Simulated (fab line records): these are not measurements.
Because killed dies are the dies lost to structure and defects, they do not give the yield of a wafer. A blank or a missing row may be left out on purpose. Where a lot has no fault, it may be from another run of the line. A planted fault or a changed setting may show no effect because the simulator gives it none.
Chamber matching || flow nand harc || NHARC_P_GATE_ETCH_32 on rie si-03: 4 sister chambers
The step etches the open film in HBr/Cl2, target depth 150 nm, time 100.1 s. 8 wafers are shown with their chamber, then 8 later ones without.

== EACH WAFER AND ITS CHAMBER ==
{"wafer": "L081.2", "chamber": 3, "drypump motor current A (A)": 5.3, "oes product au (a.u.)": 1.008}
{"wafer": "L089.5", "chamber": 2, "drypump motor current A (A)": 6.3, "oes product au (a.u.)": 1.007}
{"wafer": "L091.5", "chamber": 2, "drypump motor current A (A)": 6.4, "oes product au (a.u.)": 0.995}
{"wafer": "L091.6", "chamber": 1, "drypump motor current A (A)": 5.5, "oes product au (a.u.)": 0.991}
{"wafer": "L093.1", "chamber": 1, "drypump motor current A (A)": 5.5, "oes product au (a.u.)": 0.992}
{"wafer": "L093.4", "chamber": 0, "drypump motor current A (A)": 4.9, "oes product au (a.u.)": 1.018}
{"wafer": "L093.5", "chamber": 3, "drypump motor current A (A)": 5.3, "oes product au (a.u.)": 1.010}
{"wafer": "L095.1", "chamber": 0, "drypump motor current A (A)": 4.8, "oes product au (a.u.)": 1.002}

== WAFERS WITH NO CHAMBER GIVEN ==
{"wafer": "L095.3", "drypump motor current A (A)": 5.3, "oes product au (a.u.)": 1.007}
{"wafer": "L095.5", "drypump motor current A (A)": 6.3, "oes product au (a.u.)": 0.994}
{"wafer": "L096.1", "drypump motor current A (A)": 5.5, "oes product au (a.u.)": 0.994}
{"wafer": "L096.4", "drypump motor current A (A)": 5.2, "oes product au (a.u.)": 0.999}
{"wafer": "L096.6", "drypump motor current A (A)": 4.8, "oes product au (a.u.)": 0.995}
{"wafer": "L097.1", "drypump motor current A (A)": 5.5, "oes product au (a.u.)": 1.013}
{"wafer": "L097.3", "drypump motor current A (A)": 5.3, "oes product au (a.u.)": 0.998}
{"wafer": "L097.4", "drypump motor current A (A)": 6.3, "oes product au (a.u.)": 1.000}

== WHICH CHAMBER EACH ONE RAN IN ==
{"wafer": "L095.3", "from the rows above": 3, "in truth": 3}
{"wafer": "L095.5", "from the rows above": 2, "in truth": 2}
{"wafer": "L096.1", "from the rows above": 1, "in truth": 1}
{"wafer": "L096.4", "from the rows above": 3, "in truth": 3}
{"wafer": "L096.6", "from the rows above": 0, "in truth": 0}
{"wafer": "L097.1", "from the rows above": "can't be placed: 1 or 3", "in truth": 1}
{"wafer": "L097.3", "from the rows above": 3, "in truth": 3}
{"wafer": "L097.4", "from the rows above": 2, "in truth": 2}
Correctly placed: 7 of 8. Unplaceable from these rows: 1, with the true chamber sitting among the candidates in 1. Placed wrongly: 0.
How it was worked out, from the rows above alone: a wafer's distance from a chamber is the root of the sum, over the readings, of the square of ((its reading less the chamber's mean) divided by the reading's scatter). The wafer belongs to the nearest chamber; if the next one is less than 2 further off, it can't be placed. Each chamber's mean is taken over the wafers shown for it. The scatter is the square root of a quotient: the sum, over the shown wafers, of each reading's squared deviation from its chamber's mean, divided by wafers minus chambers.
